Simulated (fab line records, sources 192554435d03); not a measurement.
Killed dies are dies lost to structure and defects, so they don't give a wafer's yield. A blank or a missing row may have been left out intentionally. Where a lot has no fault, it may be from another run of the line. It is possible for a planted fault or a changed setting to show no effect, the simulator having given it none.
Struck lot and sound lot, side by side + flow n5_finfet + 37 steps out of a route of 1938
Sound: the wafers L353.1, L353.2, L353.4. Wafers L344.1, L344.4, L344.6 were the ones struck. The cause is given at the end.
Each step with rows lists, per side, the tool, then ch with its chambers, then its first start. Under that, the readings that differ: sound wafers + struck wafers + difference of the means + sigmas: that difference in standard deviations of wafers without a fault.
alike: readings with means less than 2 such deviations apart, plus words and numbers identical on both sides. not compared: withheld readings, readings lacking a value on some wafer, bounds such as >300 that could conceal the same value, and numbers that have no deviation in the record and whose values overlap.
A row with sigmas, a row that says differs or no value, or rows on one side alone: a step with any of these is where the two part. When numbers do not overlap yet have no deviation, they are printed without sigmas and do not part them. A reading missing from all wafers of one side parts the sides only when that side holds two or more wafers.

first, 9 steps without rows for these wafers: N5_WELL_APT_HMDS_18 (time 60 s); N5_WELL_APT_COAT_19 (resist thk 950 nm); N5_WELL_APT_EBR_21; N5_WELL_APT_SOFTBAKE_20 (time 60 s); N5_WELL_APT_EXPOSE_22 (exposes mask PWELL, defocus 0 nm, target cd 200 nm); N5_WELL_APT_PEB_23 (peb time 90 s); N5_WELL_APT_DEVELOP_24 (develop time 45 s); N5_WELL_APT_HARDBAKE_29 (time 120 s); N5_WELL_APT_DESCUM_30 (chemistry O2, time 7.9 s).
N5_WELL_APT_IMPLANT_31:
  sound on implanter-02 ch 0, day 5 15:15; struck on implanter-01 ch 0, day 3 11:24
| reading            | sound                            | struck                          | difference  | sigmas      |
|--------------------|----------------------------------|---------------------------------|-------------|-------------|
| dose_ions_cm2      | 1.5004e+13 1.5009e+13 1.5032e+13 | 1.7373e+13 1.7356e+13 1.737e+13 | +2.3513e+12 | +99 or more |
| faraday_current_uA | 192 191 191                      | 215 220 215                     | +25         | +6          |
  alike: end_station_pressure_torr
then, 25 steps without rows for these wafers: N5_WELL_APT_IMPLANT_32; N5_WELL_APT_STRIP_33 (strips in SPM, time 900 s); N5_WELL_APT_RTA_34 (time 10 s); N5_WELL_APT_OXIDE_STRIP_42 (strips SiO2 in dHF, time 45 s, target depth 12 nm); N5_WELL_APT_PRECLEAN_36 (cleans in O3/DIW, time 45 s); N5_WELL_APT_PRECLEAN_39 (cleans in dHF, time 60 s); N5_WELL_APT_SRD_37 (time 30 s); N5_WELL_APT_EPI_41 (deposits Si from SiH4/H2, target thk 50 nm, time 297.7 s); N5_PMOS_HMC_CHANNEL_EPI_HM_DEP_34 (deposits SiO2 from TEOS/O2, target thk 36 nm, time 6.9 s); N5_PMOS_HMC_CHANNEL_EPI_COAT_31 (time 60 s, resist thk 66 nm); N5_PMOS_HMC_CHANNEL_EPI_COAT_03 (resist thk 205 nm); N5_PMOS_HMC_CHANNEL_EPI_EBR_05; N5_PMOS_HMC_CHANNEL_EPI_SOFTBAKE_04 (time 60 s); N5_PMOS_HMC_CHANNEL_EPI_EXPOSE_06 (exposes mask PMOS HMC BLK, target cd 240 nm); N5_PMOS_HMC_CHANNEL_EPI_PEB_07 (peb time 60 s); N5_PMOS_HMC_CHANNEL_EPI_DEVELOP_08 (develop time 30 s); N5_PMOS_HMC_CHANNEL_EPI_DESCUM_14 (chemistry O2, time 7.9 s); N5_PMOS_HMC_CHANNEL_EPI_ETCH_32 (etches BARC in N2/H2, stops on SiO2, target depth 85.8 nm, time 50.3 s); N5_PMOS_HMC_CHANNEL_EPI_HM_OPEN_15 (chemistry CHF3/O2, target SiO2, target depth 40.6 nm, time 20.3 s); N5_PMOS_HMC_CHANNEL_EPI_STRIP_33 (strips in N2/H2); N5_PMOS_HMC_CHANNEL_EPI_STRIP_17 (strips in SPM, time 750 s); N5_PMOS_HMC_CHANNEL_EPI_ETCH_38 (etches SiO2 in CF4, target depth 1.5 nm); N5_PMOS_HMC_CHANNEL_EPI_FIN_RECESS_16 (chemistry HBr/Cl2, target Si, target depth 54 nm, time 18 s); N5_PMOS_HMC_CHANNEL_EPI_PRECLEAN_36 (cleans in O3/DIW, time 45 s); N5_PMOS_HMC_CHANNEL_EPI_PRECLEAN_18 (cleans in DHF, time 30 s).
-- record jumps: 6 days separate the struck wafers' starts on either side; left off in module PMOS_HMC_CHANNEL_EPI, taken up again in module BEOL_M4, whose first shown step is the route's number 1111 --
N5_BEOL_M4_RC_MEAS_101:
  sound on prober-01 ch 0, day 12 12:07; struck on prober-02 ch 0, day 9 19:26
| reading           | sound          | struck         | difference | sigmas |
|-------------------|----------------|----------------|------------|--------|
| RS_PWELL (ohm/sq) | 3043 3035 3024 | 2754 2720 2762 | -289       | -13    |
  alike: DIBL_N, DIBL_P, IOFF_N, IOFF_P, ION_N, ION_P, SS_N, SS_P, VT_N, VT_P
-- a jump in the record: the struck wafers' starts before and after are 5 days apart (it breaks off in module BEOL_M4 and resumes in module PASSIVATION, where the first step shown is number 1936 of the route) --
N5_PASSIVATION_PROBE_49:
  struck on prober-01, day 14 10:50; sound on prober-02, day 17 06:12
  alike: defect_limited_yield, killed_at_M0_to_M3, killed_at_M4_up, killed_at_contacts, killed_at_front_end, killed_at_other, killed_dies, killed_open, killed_short, sort_bin_5_function, sort_bin_6_memory, sort_n_pass, sort_yield_pct

== WHERE THEY PART ==
First at N5_WELL_APT_IMPLANT_31; last, within this record, at N5_BEOL_M4_RC_MEAS_101. Later steps at which nothing parts them and some readings are alike: N5_PASSIVATION_PROBE_49.

WHY: what the simulator had put in
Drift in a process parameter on implanter-01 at N5_WELL_APT_IMPLANT_31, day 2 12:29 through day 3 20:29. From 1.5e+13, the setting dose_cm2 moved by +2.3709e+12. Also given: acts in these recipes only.
